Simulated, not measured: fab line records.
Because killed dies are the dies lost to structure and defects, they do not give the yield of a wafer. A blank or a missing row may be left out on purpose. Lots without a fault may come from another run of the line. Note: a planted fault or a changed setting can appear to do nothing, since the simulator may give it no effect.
fab line records | flow nand_harc | part 1 of 2: steps 1 to 28 of 37
record lots=5 | wafers=15 | last_day=32
route steps=1302 shown A_WL_FILL@960 A_CONTACT@983
lots that met no fault: taken from a fault-free run of the same line
start_h: the number of hours between the record's first day and the start of the first shown wafer of the lot | wait_h: hours from the lot's prior step to this one | " repeats the value in the row above | L1.1+2: a single row standing in for several wafers | - no value, or no start was given | * or withheld: withheld | < > ~ a bound
route shown NAME@n: names a module that has steps shown in the file, with the first one's number in the route | usual: mean and standard deviation over wafers with no fault | same: alike in all rows | chamber/n: place in a boat | sites: per-site readings | _std_site: the values' standard deviation | _edge_site: the outer-site mean with the inner-site mean subtracted | radius_mm: how far each site lies from the wafer's centre | mask NAME#n: copy n | behind: the tool/chamber that last shaped the wafer | hold: cause of the lot's hold/its duration in hours/its outcome | device: the n, p or np transistor that did not switch | end of line: the same wafers' tests at the end of the route | a step given without rows: its recipe and nothing more | killed: dies lost to structure and defects at the first sort, not the wafer's yield | map: a wafer's dies, x killed, . not, _ none there
set.NAME: the setting that was run; set.NAME@STEP: the one run at that earlier step | model.NAME: the simulator's own value behind a step, which no gauge read
lots at some steps of the route; a table a step, a row a wafer
services: when a tool's chamber went out of use (start_h, in hours from the record's first day, below 0 if earlier), for how many hours, and the reason
## steps
# step NHARC_A_WL_FILL_STRIP_28
# recipe time_s=1200 | temp_c=72.5 | chemistry=post_etch_residue_remover
lot.wafer  | tool         | chamber | start_h | wait_h
L079.6+2+5 | wet_bench-04 | 6,7,3   | 522.90  | 0.1
L081.2+1+4 | wet_bench-07 | 4,5,0   | 549.64  | 0.1
L084.2+4+3 | wet_bench-07 | 3,6,7   | 580.75  | 0.1
L091.3+4+1 | wet_bench-07 | 4,5,6   | 632.65  | 0.1
L093.4+6+3 | wet_bench-07 | 4,5,0   | 664.54  | 0.1
# step NHARC_A_WL_FILL_PRECLEAN_06
# recipe time_s=300 | chemistry=DIW
lot.wafer  | tool         | chamber | start_h | wait_h
L079.6+2+5 | wet_bench-04 | 6,7,3   | -       | -
L081.2+1+4 | wet_bench-07 | 4,5,0   | -       | -
L084.2+4+3 | wet_bench-07 | 3,6,7   | -       | -
L091.3+4+1 | wet_bench-07 | 4,5,6   | -       | -
L093.4+6+3 | wet_bench-07 | 4,5,0   | -       | -
# step NHARC_A_WL_FILL_SRD_07
lot.wafer  | tool         | chamber | start_h | wait_h
L079.6+2+5 | wet_bench-04 | 6,7,3   | -       | -
L081.2+1+4 | wet_bench-07 | 4,5,0   | -       | -
L084.2+4+3 | wet_bench-07 | 3,6,7   | -       | -
L091.3+4+1 | wet_bench-07 | 4,5,6   | -       | -
L093.4+6+3 | wet_bench-07 | 4,5,0   | -       | -
# step NHARC_A_WL_FILL_ANNEAL_08
# recipe temp_c=450 | time_s=1800
lot.wafer  | tool       | chamber | start_h | wait_h
L079.2+5+6 | furnace-01 | 0       | 526.61  | -
L081.1+2+4 | furnace-03 | 0       | 552.87  | -
L084.2+3+4 | furnace-03 | 0       | 584.27  | -
L091.1+3+4 | furnace-07 | 0       | 636.24  | -
L093.3+4+6 | furnace-03 | 0       | 669.61  | -
# step NHARC_A_WL_FILL_ALD_10
# recipe target_thk_a=500 | pulse_time_s=10 | ald_cycles=500 | temp_c=300 | material=SiO2
# usual heater_power_w=451/51 | precursor_pulse_height_rel=1.000/0.02
lot.wafer | tool      | chamber | start_h | wait_h | heater_power_w | precursor_pulse_height_rel
L079.2    | ald_hk-01 | 0       | 529.69  | 1.6    | 490            | 1.002
L079.6    | "         | 1       | "       | "      | 392            | 1.027
L079.5    | "         | 2       | "       | "      | 408            | 0.991
L081.2    | ald_hk-03 | 0       | 554.36  | 0.1    | 430            | 1.018
L081.4    | "         | 1       | "       | "      | 418            | 0.992
L081.1    | "         | 3       | 555.90  | 1.6    | 418            | 0.993
L084.4    | ald_hk-04 | 1       | 585.77  | 0.1    | 561            | 0.999
L084.2    | "         | 3       | 586.80  | 1.1    | 473            | 0.987
L084.3    | "         | 0       | "       | "      | 473            | 0.976
L091.4    | ald_hk-03 | 0       | 638.21  | 0.5    | 449            | 1.008
L091.1    | "         | 2       | 639.24  | 1.5    | 456            | 0.976
L091.3    | "         | 3       | "       | "      | 422            | 1.022
L093.4    | ald_hk-04 | 1       | 671.42  | 0.4    | 597            | 1.015
L093.3    | "         | 2       | "       | "      | 466            | 1.006
L093.6    | "         | 2       | 674.01  | 2.9    | 452            | 1.020
# step NHARC_A_WL_FILL_ETCHBACK_16
# recipe target_depth_a=1200 | time_s=24 | c4f8_flow_sccm=withheld | o2_flow_sccm=8 | ar_flow_sccm=withheld | rf_w=600 | bias_w=800 | chemistry=C4F8/O2/Ar
# usual oes_product_au=0.97/0.032 | rf_vpp_V=724/4.3
lot.wafer | tool        | chamber | start_h | wait_h | oes_product_au | rf_hours_counter_h | rf_vpp_V
L079.2    | rie_diel-05 | 3       | -       | -      | 1.00           | 3.4                | 726
L079.5    | "           | 2       | "       | "      | 1.00           | -                  | 717
L079.6    | "           | 3       | "       | "      | 1.00           | -                  | 724
L081.1    | rie_diel-07 | 1       | -       | -      | 0.91           | 2.0                | 730
L081.4    | "           | 2       | "       | "      | 0.91           | 1.7                | 725
L081.2    | "           | 3       | "       | "      | 0.92           | 1.8                | 720
L084.4    | rie_diel-07 | 1       | -       | -      | 0.98           | 3.0                | 731
L084.3    | "           | 3       | "       | "      | 0.99           | 3.1                | 720
L084.2    | "           | 0       | "       | "      | 1.00           | 3.2                | 723
L091.3    | rie_diel-04 | 0       | -       | -      | 0.97           | 4.6                | 727
L091.1    | "           | 2       | "       | "      | 0.97           | 5.2                | 730
L091.4    | "           | 2       | "       | "      | 0.97           | -                  | 730
L093.4    | rie_diel-04 | 2       | -       | -      | 1.01           | 7.7                | 731
L093.3    | "           | 3       | "       | "      | 1.00           | 7.7                | 721
L093.6    | "           | 1       | "       | "      | 1.00           | -                  | 724
# step NHARC_A_WL_FILL_STRIP_29
# recipe time_s=20 | o2_flow_sccm=500 | ar_flow_sccm=0 | bias_w=0 | chemistry=O2
# usual drypump_motor_current_A=5.8/0.57 | oes_product_au=1.000/0.0078 | rf_vpp_V=57.9/0.97 | showerhead_plenum_p_Torr=3.57/0.14 | throttle_valve_pct=17.036/0.01
lot.wafer | tool        | chamber | start_h | wait_h | drypump_motor_current_A | oes_product_au | rf_hours_counter_h | rf_vpp_V | showerhead_plenum_p_Torr | throttle_valve_pct
L079.2    | rie_diel-05 | 1       | 532.92  | 0.1    | 6.4                     | 0.999          | 3.6                | 58.5     | 3.73                     | 17.047
L079.5    | "           | 1       | "       | "      | 6.4                     | 0.997          | -                  | 58.8     | 3.73                     | 17.041
L079.6    | "           | 2       | "       | "      | 6.0                     | 0.999          | -                  | 57.2     | 3.31                     | 17.035
L081.4    | rie_diel-07 | 1       | 559.09  | 0.1    | 6.0                     | 1.003          | 2.1                | 59.8     | 3.75                     | 17.028
L081.2    | "           | 2       | "       | "      | 6.0                     | 1.009          | 1.7                | 57.8     | 3.60                     | 17.027
L081.1    | "           | 3       | "       | "      | 6.1                     | 1.003          | 1.8                | 57.5     | 3.42                     | 17.048
L084.3    | rie_diel-07 | 1       | 590.52  | 0.1    | 5.9                     | 1.009          | 3.0                | 57.5     | 3.75                     | 17.020
L084.4    | "           | 2       | "       | "      | 5.9                     | 0.999          | 2.7                | 58.1     | 3.59                     | 17.028
L084.2    | "           | 3       | "       | "      | 6.1                     | 1.002          | 3.1                | 58.7     | 3.42                     | 17.037
L091.3    | rie_diel-04 | 0       | 642.96  | 0.1    | 5.5                     | 0.994          | 4.6                | 58.7     | 3.68                     | 17.021
L091.1    | "           | 2       | "       | "      | 6.3                     | 0.989          | 5.2                | 58.3     | 3.77                     | 17.060
L091.4    | "           | 2       | "       | "      | 6.3                     | 1.000          | -                  | 58.2     | 3.77                     | 17.036
L093.4    | rie_diel-04 | 3       | 676.20  | 0.1    | 6.7                     | 1.006          | 7.7                | 58.3     | 3.43                     | 17.045
L093.3    | "           | 1       | "       | "      | 5.4                     | 1.006          | 7.0                | 57.9     | 3.55                     | 17.032
L093.6    | "           | 3       | "       | "      | 6.7                     | 0.995          | -                  | 55.1     | 3.43                     | 17.036
# step NHARC_A_WL_FILL_ETCHBACK_17
# recipe target_depth_a=40 | time_s=26.7 | chemistry=Cl2/BCl3
# usual drypump_motor_current_A=5.6/0.36 | oes_product_au=1.001/0.0077
lot.wafer | tool         | chamber | start_h | wait_h | drypump_motor_current_A | oes_product_au | rf_hours_counter_h
L079.2    | rie_metal-01 | 0       | 533.03  | -      | 5.5                     | 0.999          | 3.1
L079.6    | "            | 1       | "       | "      | 5.9                     | 1.007          | -
L079.5    | "            | 0       | "       | "      | 5.5                     | 1.001          | -
L081.1    | rie_metal-02 | 1       | 559.18  | -      | 5.3                     | 1.016          | 1.5
L081.2    | "            | 0       | "       | "      | 5.7                     | 1.014          | 1.5
L081.4    | "            | 1       | "       | "      | 5.3                     | 1.000          | -
L084.2    | rie_metal-02 | 1       | 590.62  | -      | 5.3                     | 1.006          | 2.0
L084.3    | "            | 0       | "       | "      | 5.7                     | 1.002          | -
L084.4    | "            | 1       | "       | "      | 5.3                     | 1.005          | -
L091.1    | rie_metal-02 | 0       | 643.04  | -      | 5.7                     | 0.992          | 0
L091.3    | "            | 0       | "       | "      | 5.7                     | 0.986          | -
L091.4    | "            | 1       | "       | "      | 5.3                     | 0.986          | -
L093.4    | rie_metal-03 | 1       | 676.32  | -      | 5.1                     | 1.009          | -
L093.3    | "            | 0       | "       | "      | 6.2                     | 1.018          | -
L093.6    | "            | 0       | "       | "      | 6.2                     | 1.006          | -
# step NHARC_A_WL_FILL_PRECLEAN_18
# recipe time_s=30 | chemistry=dHF
lot.wafer  | tool         | chamber | start_h | wait_h
L079.6+2+5 | wet_bench-02 | 2,5,7   | 533.19  | 0.1
L081.1+4+2 | wet_bench-04 | 5,0,1   | 559.36  | 0.2
L084.4+2+3 | wet_bench-02 | 5,7,0   | 590.79  | 0.1
L091.1+3+4 | wet_bench-07 | 3,6,7   | 643.27  | 0.2
L093.4+3+6 | wet_bench-04 | 5,0,1   | 676.47  | 0.1
# step NHARC_A_WL_FILL_SRD_21
lot.wafer  | tool         | chamber | start_h | wait_h
L079.6+2+5 | wet_bench-02 | 2,5,7   | -       | -
L081.1+4+2 | wet_bench-04 | 5,0,1   | 559.39  | 0.0
L084.4+2+3 | wet_bench-02 | 5,7,0   | 590.81  | 0.0
L091.1+3+4 | wet_bench-07 | 3,6,7   | 643.30  | 0.0
L093.4+3+6 | wet_bench-04 | 5,0,1   | 676.49  | 0.0
# step NHARC_A_WL_FILL_CVD_23
# recipe target_thk_a=400 | temp_c=620 | pressure_mtorr=200 | time_s=800 | material=poly-Si
# usual pressure_mtorr=200.1/0.4
lot.wafer | tool          | chamber | start_h | wait_h | pressure_mtorr
L079.2    | lpcvd_poly-01 | 0       | 535.67  | 2.4    | 200.2
L079.5    | "             | 0       | "       | "      | 200.3
L079.6    | "             | 0       | "       | "      | 199.6
L081.1    | lpcvd_poly-04 | 0       | 561.73  | 2.3    | 199.4
L081.2    | "             | 0       | "       | "      | 200.3
L081.4    | "             | 0       | "       | "      | 199.9
L084.2    | lpcvd_poly-02 | 0       | 593.24  | 2.4    | 200.2
L084.3    | "             | 0       | "       | "      | 200.8
L084.4    | "             | 0       | "       | "      | 200.4
L091.1    | lpcvd_poly-02 | 0       | 645.88  | 2.6    | 200.5
L091.3    | "             | 0       | "       | "      | 200.1
L091.4    | "             | 0       | "       | "      | 200.1
L093.3    | lpcvd_poly-01 | 0       | 678.94  | 2.4    | 200.0
L093.4    | "             | 0       | "       | "      | 200.1
L093.6    | "             | 0       | "       | "      | 200.0
# step NHARC_A_WL_FILL_ETCHBACK_26
# recipe target_depth_a=520 | time_s=13.3 | hbr_flow_sccm=150 | rf_w=350 | icp_w=350 | bias_w=60 | chemistry=HBr
# usual drypump_motor_current_A=5.9/0.42 | oes_product_au=1.000/0.0075 | throttle_valve_pct=23.267/0.0085
lot.wafer | tool      | chamber | start_h | wait_h | drypump_motor_current_A | oes_product_au | rf_hours_counter_h | throttle_valve_pct
L079.2    | rie_si-03 | 0       | 538.21  | 0.4    | 5.1                     | 1.001          | 0.8                | 23.268
L079.5    | "         | 1       | "       | "      | 5.8                     | 0.995          | -                  | 23.263
L079.6    | "         | 2       | "       | "      | 5.7                     | 1.002          | -                  | 23.263
L081.2    | rie_si-03 | 2       | 564.32  | 0.4    | 5.6                     | 0.998          | 0.9                | 23.257
L081.1    | "         | 3       | "       | "      | 5.9                     | 0.995          | 0.9                | 23.259
L081.4    | "         | 0       | "       | "      | 5.1                     | 0.998          | 1.0                | 23.259
L084.4    | rie_si-03 | 0       | 595.82  | 0.4    | 5.0                     | 1.001          | 0.1                | 23.266
L084.2    | "         | 1       | "       | "      | 5.8                     | 1.001          | 0.1                | 23.262
L084.3    | "         | 2       | "       | "      | 5.7                     | 1.004          | 0.0                | 23.274
L091.1    | rie_si-01 | 2       | 648.46  | 0.4    | 5.7                     | 1.022          | 0.6                | 23.263
L091.3    | "         | 3       | "       | "      | 6.4                     | 1.009          | 0.6                | 23.277
L091.4    | "         | 1       | "       | "      | 6.5                     | 0.994          | 0.6                | 23.272
L093.3    | rie_si-06 | 3       | 681.54  | 0.4    | 6.6                     | 0.998          | 0.4                | 23.272
L093.4    | "         | 0       | "       | "      | 5.9                     | 0.999          | 0.4                | 23.276
L093.6    | "         | 3       | "       | "      | 6.6                     | 1.003          | -                  | 23.257
# step NHARC_A_WL_FILL_PRECLEAN_30
# recipe time_s=10 | chemistry=dHF
lot.wafer  | tool         | chamber | start_h | wait_h
L079.2+6+5 | wet_bench-07 | 1,3,4   | 538.32  | 0.1
L081.2+4+1 | wet_bench-02 | 3,4,7   | 564.45  | 0.1
L084.4+3+2 | wet_bench-07 | 4,5,6   | 595.96  | 0.1
L091.3+4+1 | wet_bench-02 | 4,7,0   | 648.60  | 0.1
L093.6+3+4 | wet_bench-02 | 3,4,0   | 681.68  | 0.1
# step NHARC_A_WL_FILL_SRD_14
lot.wafer  | tool         | chamber | start_h | wait_h
L079.2+6+5 | wet_bench-07 | 1,3,4   | 538.34  | 0.0
L081.2+4+1 | wet_bench-02 | 3,4,7   | 564.48  | 0.0
L084.4+3+2 | wet_bench-07 | 4,5,6   | 595.99  | 0.0
L091.3+4+1 | wet_bench-02 | 4,7,0   | 648.62  | 0.0
L093.6+3+4 | wet_bench-02 | 3,4,0   | 681.70  | 0.0
# step NHARC_A_WL_FILL_ALD_19
# recipe target_thk_a=20 | pulse_time_s=3 | ald_cycles=100 | temp_c=450 | material=TiN
# usual heater_power_w=1161/130 | precursor_pulse_height_rel=1.001/0.021
lot.wafer | tool         | chamber | start_h | wait_h | heater_power_w | precursor_pulse_height_rel
L079.2    | ald_metal-01 | 1       | 538.44  | 0.1    | 1027           | 0.983
L079.6    | "            | 1       | "       | "      | 1039           | 0.987
L079.5    | "            | 2       | "       | "      | 1275           | 1.018
L081.2    | ald_metal-01 | 1       | 564.60  | 0.1    | 1010           | 1.005
L081.1    | "            | 2       | "       | "      | 1260           | 1.015
L081.4    | "            | 3       | "       | "      | 1244           | 0.997
L084.2    | ald_metal-02 | 0       | 596.09  | 0.1    | 1413           | 1.050
L084.3    | "            | 1       | "       | "      | 1142           | 0.977
L084.4    | "            | 0       | "       | "      | 1404           | 0.984
L091.1    | ald_metal-04 | 3       | 648.72  | 0.1    | 1121           | 0.985
L091.4    | "            | 0       | "       | "      | 1009           | 1.030
L091.3    | "            | 2       | "       | "      | 1250           | 0.971
L093.3    | ald_metal-04 | 3       | 681.83  | 0.1    | 1125           | 0.983
L093.6    | "            | 3       | "       | "      | 1127           | 1.016
L093.4    | "            | 0       | "       | "      | 1046           | 1.004
# step NHARC_A_WL_FILL_CVD_20
# recipe target_thk_a=1000 | temp_c=400 | pressure_torr=40 | wf6_flow_sccm=40 | h2_flow_sccm=1600 | ar_flow_sccm=1560 | time_s=74 | material=W
# usual heater_power_w=787/84 | mfc_h2_sccm=1600/4.7 | mfc_wf6_sccm=40.00/0.11 | throttle_valve_pct=8.0/0.37
lot.wafer | tool     | chamber | start_h | wait_h | heater_power_w | mfc_h2_sccm | mfc_wf6_sccm | throttle_valve_pct
L079.2    | cvd_w-01 | 1       | -       | -      | 721            | 1600        | 40.13        | 8.1
L079.5    | "        | 1       | "       | "      | 715            | 1601        | 40.09        | 8.3
L079.6    | "        | 0       | "       | "      | 811            | 1601        | 39.91        | 8.2
L081.1    | cvd_w-01 | 0       | -       | -      | 845            | 1598        | 40.08        | 8.0
L081.2    | "        | 1       | "       | "      | 662            | 1600        | 40.09        | 8.2
L081.4    | "        | 1       | "       | "      | 673            | 1599        | 40.26        | 8.2
L084.2    | cvd_w-01 | 1       | -       | -      | 680            | 1605        | 40.06        | 8.4
L084.4    | "        | 0       | "       | "      | 847            | 1599        | 39.99        | 8.0
L084.3    | "        | 1       | "       | "      | 669            | 1599        | 40.03        | 8.4
L091.1    | cvd_w-01 | 0       | -       | -      | 863            | 1600        | 40.18        | 7.8
L091.4    | "        | 1       | "       | "      | 674            | 1598        | 39.92        | 8.5
L091.3    | "        | 0       | "       | "      | 836            | 1601        | 40.00        | 7.9
L093.4    | cvd_w-01 | 1       | -       | -      | 667            | 1601        | 39.81        | 8.4
L093.3    | "        | 0       | "       | "      | 847            | 1600        | 39.93        | 8.3
L093.6    | "        | 1       | "       | "      | 681            | 1586        | 40.05        | 8.5
# step NHARC_A_WL_FILL_CMP_12
# recipe t_overpolish_s=30 | target_thk_nm=100
# usual motor_current_A=12.7/0.73 | overpolish_run_s=30.000/0.0095 | time_to_endpoint_s=19.6/1.9
# same t_overpolish_s=30
lot.wafer | tool   | chamber | start_h | wait_h | motor_current_A | overpolish_run_s | time_to_endpoint_s
L079.2    | cmp-02 | 1       | 538.90  | 0.2    | 12.5            | 30.000           | 19.5
L079.5    | "      | 3       | "       | "      | 13.6            | 29.998           | 17.8
L079.6    | "      | 0       | "       | "      | 11.9            | 29.999           | 19.9
L081.1    | cmp-04 | 1       | 564.96  | 0.2    | 12.7            | 30.007           | 18.5
L081.2    | "      | 3       | "       | "      | 13.2            | 29.990           | 20.9
L081.4    | "      | 0       | "       | "      | 12.3            | 29.970           | 20.0
L084.4    | cmp-03 | 2       | 596.51  | 0.1    | 13.3            | 30.020           | 20.5
L084.2    | "      | 3       | "       | "      | 11.6            | 29.988           | 22.8
L084.3    | "      | 1       | "       | "      | 12.4            | 30.011           | 23.3
L091.4    | cmp-03 | 0       | 649.10  | 0.1    | 12.5            | 29.990           | 18.7
L091.1    | "      | 1       | "       | "      | 12.7            | 29.998           | 20.1
L091.3    | "      | 3       | "       | "      | 11.8            | 30.000           | 21.8
L093.4    | cmp-04 | 0       | 682.38  | 0.1    | 12.1            | 29.997           | 17.5
L093.3    | "      | 1       | "       | "      | 12.4            | 29.996           | 17.9
L093.6    | "      | 0       | "       | "      | 12.0            | 29.994           | 19.8
# step NHARC_A_WL_FILL_SRD_31
lot.wafer  | tool         | chamber | start_h | wait_h
L079.6+2+5 | wet_bench-04 | 2,4,5   | 539.18  | 0.0
L081.4+1+2 | wet_bench-07 | 4,5,7   | 565.28  | 0.0
L084.4+3+2 | wet_bench-07 | 1,4,5   | 596.83  | 0.0
L091.4+1+3 | wet_bench-02 | 6,0,2   | 649.43  | 0.0
L093.3+6+4 | wet_bench-07 | 2,6,7   | 682.68  | 0.0
# step NHARC_A_WL_FILL_INSPECT_15
# usual raw_defect_count=486/130
lot.wafer | tool              | chamber | start_h | wait_h | raw_defect_count
L079.2    | defect_inspect-01 | -       | 539.32  | 0.0    | 404
L079.5    | "                 | -       | "       | "      | 384
L079.6    | "                 | -       | "       | "      | 380
L081.1    | defect_inspect-01 | -       | 565.42  | 0.0    | 520
L081.2    | "                 | -       | "       | "      | 473
L081.4    | "                 | -       | "       | "      | 561
L084.2    | defect_inspect-01 | -       | 596.99  | 0.0    | 515
L084.3    | "                 | -       | "       | "      | 411
L084.4    | "                 | -       | "       | "      | 403
L091.1    | defect_inspect-02 | -       | 649.59  | 0.0    | 278
L091.3    | "                 | -       | "       | "      | 396
L091.4    | "                 | -       | "       | "      | 320
L093.3    | defect_inspect-02 | -       | 682.85  | 0.0    | 325
L093.4    | "                 | -       | "       | "      | 416
L093.6    | "                 | -       | "       | "      | 454
# step NHARC_A_CONTACT_DEP_24
# recipe target_thk_a=5000 | temp_c=400 | pressure_torr=6.5 | rf_w=900 | teos_flow_sccm=161.4 | flow_sccm=2650 | target_thk_nm=500 | gas=O2 | material=SiO2
# usual heater_power_w=503/83 | throttle_valve_pct=16.1/0.5
lot.wafer | tool     | chamber | start_h | wait_h | heater_power_w | throttle_valve_pct
L079.2    | pecvd-03 | 0       | 539.45  | 0.1    | 521            | 15.5
L079.5    | "        | 0       | "       | "      | 548            | 15.4
L079.6    | "        | 1       | "       | "      | 548            | 15.5
L081.2    | pecvd-01 | 2       | 565.49  | 0.1    | 561            | 16.5
L081.1    | "        | 0       | "       | "      | 422            | 15.9
L081.4    | "        | 2       | "       | "      | 571            | 16.4
L084.3    | pecvd-01 | 1       | 597.20  | 0.2    | 656            | 16.8
L084.2    | "        | 2       | "       | "      | 518            | 16.6
L084.4    | "        | 2       | "       | "      | 561            | 16.5
L091.3    | pecvd-02 | 2       | 649.66  | 0.1    | 407            | 16.5
L091.1    | "        | 1       | "       | "      | 457            | 15.8
L091.4    | "        | 0       | "       | "      | 584            | 16.2
L093.3    | pecvd-02 | 1       | 683.04  | 0.2    | 504            | 15.8
L093.6    | "        | 2       | "       | "      | 490            | 16.4
L093.4    | "        | 1       | "       | "      | 519            | 15.6
# step NHARC_A_CONTACT_DEP_28
# recipe target_thk_a=70000 | temp_c=400 | material=aC
# usual throttle_valve_pct=34.999/0.009
lot.wafer | tool       | chamber | start_h | wait_h | throttle_valve_pct
L079.2    | acl_dep-03 | 0       | 540.70  | 0.8    | 34.993
L079.5    | "          | 0       | 542.83  | 2.9    | 34.995
L079.6    | "          | 0       | "       | "      | 35.010
L081.1    | acl_dep-01 | 0       | 567.34  | 1.3    | 35.004
L081.2    | "          | 0       | "       | "      | 35.006
L081.4    | "          | 0       | 569.44  | 3.4    | 34.997
L084.2    | acl_dep-02 | 0       | 598.51  | 0.8    | 34.991
L084.3    | "          | 0       | "       | "      | 34.998
L084.4    | "          | 0       | "       | "      | 35.015
L091.1    | acl_dep-01 | 0       | 650.26  | 0.1    | 35.004
L091.3    | "          | 0       | 651.66  | 1.5    | 35.010
L091.4    | "          | 0       | "       | "      | 34.982
L093.3    | acl_dep-01 | 0       | 684.94  | 1.5    | 34.980
L093.4    | "          | 0       | "       | "      | 35.010
L093.6    | "          | 0       | 687.07  | 3.6    | 35.006
# step NHARC_A_CONTACT_DEP_29
# recipe target_thk_a=1000 | target_thk_nm=100 | temp_c=400 | pressure_torr=3.5 | flow_sccm=200 | rf_w=350 | material=SiON
# usual heater_power_w=700/85
lot.wafer | tool     | chamber | start_h | wait_h | heater_power_w
L079.2    | pecvd-01 | 1       | 544.27  | 2.9    | 911
L079.6    | "        | 2       | "       | "      | 756
L079.5    | "        | 0       | "       | "      | 687
L081.1    | pecvd-02 | 0       | 571.57  | 3.5    | 799
L081.2    | "        | 2       | "       | "      | 660
L081.4    | "        | 0       | "       | "      | 789
L084.3    | pecvd-01 | 0       | 602.12  | 2.2    | 603
L084.2    | "        | 1       | "       | "      | 882
L084.4    | "        | 1       | "       | "      | 889
L091.1    | pecvd-03 | 0       | 654.74  | 3.8    | 618
L091.3    | "        | 1       | "       | "      | 745
L091.4    | "        | 2       | "       | "      | 557
L093.3    | pecvd-02 | 0       | 687.83  | 2.2    | 841
L093.4    | "        | 0       | "       | "      | 672
L093.6    | "        | 1       | "       | "      | 659
# step NHARC_A_CONTACT_DEHYDRATE_32
# recipe temp_c=150 | time_s=120
# usual heater_power_total_W=182.4/1.3
lot.wafer | tool           | chamber | start_h | wait_h | heater_power_total_W
L079.2    | litho_track-01 | 0       | 544.54  | 0.2    | 182.3
L079.5    | "              | 0       | "       | "      | 183.9
L079.6    | "              | 0       | "       | "      | 181.3
L081.1    | litho_track-06 | 0       | 571.84  | 0.2    | 184.7
L081.2    | "              | 0       | "       | "      | 181.0
L081.4    | "              | 0       | "       | "      | 180.9
L084.2    | litho_track-04 | 0       | 602.37  | 0.2    | 183.9
L084.3    | "              | 0       | "       | "      | 181.0
L084.4    | "              | 0       | "       | "      | 180.5
L091.1    | litho_track-04 | 0       | 655.01  | 0.2    | 184.6
L091.3    | "              | 0       | "       | "      | 183.5
L091.4    | "              | 0       | "       | "      | 180.6
L093.3    | litho_track-04 | 0       | 688.07  | 0.2    | 180.7
L093.4    | "              | 0       | "       | "      | 180.4
L093.6    | "              | 0       | "       | "      | 183.7
# step NHARC_A_CONTACT_HMDS_33
# recipe time_s=30
lot.wafer  | tool           | chamber | start_h | wait_h
L079.2+5+6 | litho_track-01 | 0       | -       | -
L081.1+2+4 | litho_track-06 | 0       | -       | -
L084.2+3+4 | litho_track-04 | 0       | -       | -
L091.1+3+4 | litho_track-04 | 0       | -       | -
L093.3+4+6 | litho_track-04 | 0       | -       | -
# step NHARC_A_CONTACT_COAT_34
# recipe temp_c=260 | time_s=75
# usual heater_power_total_W=486.6/1.6
lot.wafer | tool           | chamber | start_h | wait_h | heater_power_total_W
L079.2    | litho_track-01 | 0       | -       | -      | 484.9
L079.5    | "              | 0       | "       | "      | 488.1
L079.6    | "              | 0       | "       | "      | 488.3
L081.1    | litho_track-06 | 0       | -       | -      | 486.7
L081.2    | "              | 0       | "       | "      | 485.1
L081.4    | "              | 0       | "       | "      | 486.8
L084.2    | litho_track-04 | 0       | -       | -      | 484.9
L084.3    | "              | 0       | "       | "      | 484.8
L084.4    | "              | 0       | "       | "      | 484.9
L091.1    | litho_track-04 | 0       | -       | -      | 484.5
L091.3    | "              | 0       | "       | "      | 486.5
L091.4    | "              | 0       | "       | "      | 487.7
L093.3    | litho_track-04 | 0       | -       | -      | 484.9
L093.4    | "              | 0       | "       | "      | 488.8
L093.6    | "              | 0       | "       | "      | 484.9
# step NHARC_A_CONTACT_COAT_35
# recipe temp_c=225 | time_s=65
# usual heater_power_total_W=446.8/2.1
lot.wafer | tool           | chamber | start_h | wait_h | heater_power_total_W
L079.2    | litho_track-01 | 0       | -       | -      | 448.2
L079.5    | "              | 0       | "       | "      | 443.9
L079.6    | "              | 0       | "       | "      | 448.1
L081.1    | litho_track-06 | 0       | -       | -      | 448.5
L081.2    | "              | 0       | "       | "      | 449.6
L081.4    | "              | 0       | "       | "      | 446.0
L084.2    | litho_track-04 | 0       | -       | -      | 446.7
L084.3    | "              | 0       | "       | "      | 446.3
L084.4    | "              | 0       | "       | "      | 448.2
L091.1    | litho_track-04 | 0       | -       | -      | 444.1
L091.3    | "              | 0       | "       | "      | 449.4
L091.4    | "              | 0       | "       | "      | 446.0
L093.3    | litho_track-04 | 0       | -       | -      | 446.2
L093.4    | "              | 0       | "       | "      | 446.3
L093.6    | "              | 0       | "       | "      | 444.0
# step NHARC_A_CONTACT_COAT_36
# recipe spin_rpm=1500 | resist_thk_nm=90
lot.wafer  | tool           | chamber | start_h | wait_h
L079.2+5+6 | litho_track-01 | 0       | -       | -
L081.1+2+4 | litho_track-06 | 0       | -       | -
L084.2+3+4 | litho_track-04 | 0       | -       | -
L091.1+3+4 | litho_track-04 | 0       | -       | -
L093.3+4+6 | litho_track-04 | 0       | -       | -
# step NHARC_A_CONTACT_SOFTBAKE_37
# recipe temp_c=105 | time_s=55
# usual heater_power_total_W=188.46/0.14
lot.wafer | tool           | chamber | start_h | wait_h | heater_power_total_W
L079.2    | litho_track-01 | 0       | -       | -      | 188.39
L079.5    | "              | 0       | "       | "      | 188.71
L079.6    | "              | 0       | "       | "      | 188.36
L081.1    | litho_track-06 | 0       | -       | -      | 188.31
L081.2    | "              | 0       | "       | "      | 188.28
L081.4    | "              | 0       | "       | "      | 188.32
L084.2    | litho_track-04 | 0       | -       | -      | 188.45
L084.3    | "              | 0       | "       | "      | 188.46
L084.4    | "              | 0       | "       | "      | 188.47
L091.1    | litho_track-04 | 0       | -       | -      | 188.49
L091.3    | "              | 0       | "       | "      | 188.39
L091.4    | "              | 0       | "       | "      | 188.72
L093.3    | litho_track-04 | 0       | -       | -      | 188.41
L093.4    | "              | 0       | "       | "      | 188.34
L093.6    | "              | 0       | "       | "      | 188.38
